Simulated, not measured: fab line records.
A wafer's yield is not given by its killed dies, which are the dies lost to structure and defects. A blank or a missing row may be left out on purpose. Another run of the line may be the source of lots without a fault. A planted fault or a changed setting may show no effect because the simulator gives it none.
A lot that was struck, set against a sound lot    flow nand harc    15 out of 1159 route steps
Sound: the wafers L656.2, L656.4, L656.5. Struck: wafers L662.4, L662.5 (left out: L662.2, a lot-mate that was not struck); the cause follows at the end.
For every step that has rows: the tool of each side, followed by ch and its chambers, followed by its first start. Under that, the readings that differ: sound wafers    struck wafers    difference of the means    sigmas: that difference in standard deviations of wafers without a fault.
alike: readings with means less than 2 such deviations apart, plus words and numbers identical on both sides. not compared: withheld readings, readings lacking a value on some wafer, bounds such as >300 that could conceal the same value, and numbers that have no deviation in the record and whose values overlap.
The two part at a step that has a row with sigmas, a row that says differs or no value, or rows on one side only. Non-overlapping numbers with no deviation appear without sigmas and do not part them. Lack of a reading on every wafer of one side parts them only where that side has two or more wafers.

first, 8 steps without rows for these wafers: NHARC_A_CONTACT_COAT_61 (time 75 s); NHARC_A_CONTACT_COAT_62 (time 65 s); NHARC_A_CONTACT_COAT_63 (resist thk 90 nm); NHARC_A_CONTACT_SOFTBAKE_64 (time 55 s); NHARC_A_CONTACT_EBR_65; NHARC_A_CONTACT_EXPOSE_66 (exposes mask A CC 2); NHARC_A_CONTACT_PEB_67 (peb time 65 s); NHARC_A_CONTACT_DEVELOP_68 (develop time 35 s).
NHARC_A_CONTACT_CD_MEAS_69: target cd 200 nm.
  sound on cd sem-02 ch 0, day 20 00:03; struck on cd sem-01 ch 0, day 20 17:31
  alike: cd nm
NHARC_A_CONTACT_OVL_MEAS_70:
  sound: overlay-01 at day 20 00:08; struck: overlay-02 at day 20 17:35
  alike: overlay x nm, overlay y nm
NHARC_A_CONTACT_INSPECT_71:
  sound: defect inspect-02 at day 20 00:11; struck: defect inspect-02 at day 20 17:38
  alike: raw defect count
NHARC_A_CONTACT_DESCUM_74: chemistry O2, time 3 s.
  sound on rie diel-07 ch 1,3, day 20 00:14; struck on rie diel-09 ch 0,2, day 20 17:41
  alike: drypump motor current A, oes product au, rf vpp V, showerhead plenum p Torr, throttle valve pct
  not compared: rf hours counter h
NHARC_A_CONTACT_ETCH_75: etches the open film in CF4, target depth 39 nm, time 65 s.
  sound on rie diel-07 ch 0,3, day 20 00:19; struck on rie diel-09 ch 2,3, day 20 17:47
reading                sound              struck       difference  sigmas
oes product au (a.u.)  0.994 0.974 0.977  0.829 0.809  -0.163      -10
  alike: cf4 flow sccm, drypump motor current A, rf vpp V, showerhead plenum p Torr, throttle valve pct
  not compared: rf hours counter h
NHARC_A_CONTACT_ETCH_76: etches the open film in N2/H2, target depth 260 nm, time 475.3 s.
  sound on rie diel-07 ch 0,2,3; struck on rie diel-09 ch 0,3
  alike: drypump motor current A, oes product au, rf vpp V, showerhead plenum p Torr, throttle valve pct
  not compared: rf hours counter h
-- jump in the record: it breaks off in module A_CONTACT and resumes in module END (first step shown: number 1159 of the route), and 3 days separate the struck wafers' starts before and after --
NHARC_END_SORT_01:
  at this point the record logs the struck wafers (prober-02 ch 0, day 24 02:17) and has no rows for the sound ones

WHERE THEY PART
First at NHARC_A_CONTACT_ETCH_75; last, within this record, at NHARC_END_SORT_01.

WHY: what the simulator had put in
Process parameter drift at NHARC_A_CONTACT_ETCH_75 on rie diel-09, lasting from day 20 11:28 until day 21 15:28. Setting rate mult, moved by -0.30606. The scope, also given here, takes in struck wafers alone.
